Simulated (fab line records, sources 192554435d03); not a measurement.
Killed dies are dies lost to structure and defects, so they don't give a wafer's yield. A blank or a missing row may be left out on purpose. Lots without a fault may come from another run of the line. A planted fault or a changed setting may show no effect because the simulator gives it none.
Chamber matching | flow n5_finfet | N5_BEOL_M0_SAQP_PECVD_00 on pecvd-01: 3 sister chambers
The step deposits SiCN from 3MS/NH3, target thk 8 nm, time 14 s. 3 wafers are shown with their chamber, then 10 later ones without.

WAFERS WITH THEIR CHAMBER
wafer  | chamber | throttle_valve_pct (%)
L084.4 | 1       | 10.0
L086.1 | 2       | 8.4
L086.5 | 0       | 8.5

WAFERS WITHOUT THEIR CHAMBER
wafer  | throttle_valve_pct (%)
L086.6 | 8.4
L088.1 | 8.8
L088.3 | 10.0
L088.6 | 8.5
L091.1 | 8.5
L091.2 | 10.3
L091.6 | 8.6
L092.1 | 8.9
L092.2 | 10.0
L092.6 | 10.0

WHICH CHAMBER EACH WENT THROUGH
wafer  | from the rows above     | in truth
L086.6 | can't be placed: 2 or 0 | 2
L088.1 | can't be placed: 0 or 2 | 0
L088.3 | 1                       | 1
L088.6 | can't be placed: 0 or 2 | 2
L091.1 | can't be placed: 0 or 2 | 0
L091.2 | 1                       | 1
L091.6 | can't be placed: 0 or 2 | 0
L092.1 | can't be placed: 0 or 2 | 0
L092.2 | 1                       | 1
L092.6 | 1                       | 1
Placed correctly: 4 of 10. Can't be placed from these rows: 6 (the true chamber is among the candidates in 6). Placed wrongly: 0.
How it was worked out, from the rows above alone: a wafer's distance from a chamber is the root of the sum, over the readings, of the square of ((its reading less the chamber's mean) divided by the reading's scatter). The wafer belongs to the nearest chamber; if the next one is less than 2 further off, it can't be placed. A chamber's mean is the mean of its shown wafers. The scatter: with one shown wafer a chamber, the root of the mean of the squares of how far each hidden wafer lies from its nearest shown one.
